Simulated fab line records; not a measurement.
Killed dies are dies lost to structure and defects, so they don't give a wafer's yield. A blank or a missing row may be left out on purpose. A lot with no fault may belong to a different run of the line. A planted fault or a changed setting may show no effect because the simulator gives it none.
Chamber matching    flow n5Finfet    pecvd-03 running N5_BEOL_M13_DEP_53: 3 sister chambers
The step deposits SiCN from 3MS/NH3, target thk 50 nm, time 17.8 s. 16 wafers are shown with their chamber, then 8 later ones without.

== WAFERS, EACH WITH ITS CHAMBER ==
wafer   chamber  throttleValvePct (%)  showerheadPlenumPTorr (Torr)  chamberPressureTorr (Torr)
L080.1  1        19.5                  4.161                         3.009
L080.3  0        17.3                  4.213                         3.005
L080.5  1        19.5                  4.147                         3.011
L082.2  1        19.5                  4.161                         3.005
L082.3  0        17.0                  4.223                         2.999
L082.4  0        16.7                  4.219                         3.003
L087.2  1        19.4                  4.157                         3.001
L087.5  1        19.4                  4.157                         3.003
L087.6  1        19.7                  4.170                         3.007
L089.1  0        17.2                  4.223                         2.999
L089.4  0        16.9                  4.225                         2.993
L089.6  1        19.4                  4.157                         3.011
L091.2  2        17.3                  4.174                         3.005
L091.3  1        19.7                  4.150                         3.000
L091.5  1        19.6                  4.151                         3.001
L092.1  1        19.4                  4.143                         3.001

SIGNATURES (averages over the wafers above)
reading                chamber 0  chamber 1  chamber 2  scatter within a chamber
throttleValvePct       17.020     19.510     17.300     0.166
showerheadPlenumPTorr  4.22060    4.15540    4.17400    0.00706
chamberPressureTorr    2.99980    3.00490    3.00500    0.00442
Rule: for each reading, subtract the chamber's mean from the wafer's reading, divide by that reading's scatter and square the result; add these up over the readings and take the root, which gives the wafer's distance from the chamber. The wafer belongs to the nearest chamber; if the next one is less than 2 further off, it can't be placed. The scatter is the square root of a quotient: the sum, over the shown wafers, of each reading's squared deviation from its chamber's mean, divided by wafers minus chambers.

== WAFERS MISSING THEIR CHAMBER ==
wafer   throttleValvePct (%)  showerheadPlenumPTorr (Torr)  chamberPressureTorr (Torr)
L092.2  17.4                  4.213                         3.002
L092.5  17.0                  4.172                         2.992
L095.2  17.4                  4.174                         3.012
L095.5  17.4                  4.167                         3.012
L095.6  19.5                  4.160                         2.989
L097.2  17.5                  4.180                         3.010
L097.3  19.5                  4.147                         2.993
L097.6  19.2                  4.155                         2.996

== THE CHAMBER EACH PASSED THROUGH ==
wafer   from the rows above  in truth
L092.2  0                    0
L092.5  2                    2
L095.2  2                    2
L095.5  2                    2
L095.6  1                    1
L097.2  2                    2
L097.3  1                    1
L097.6  1                    1
Placed correctly: 8 of 8. Left unplaced by these rows: 0. Placed wrongly: 0.
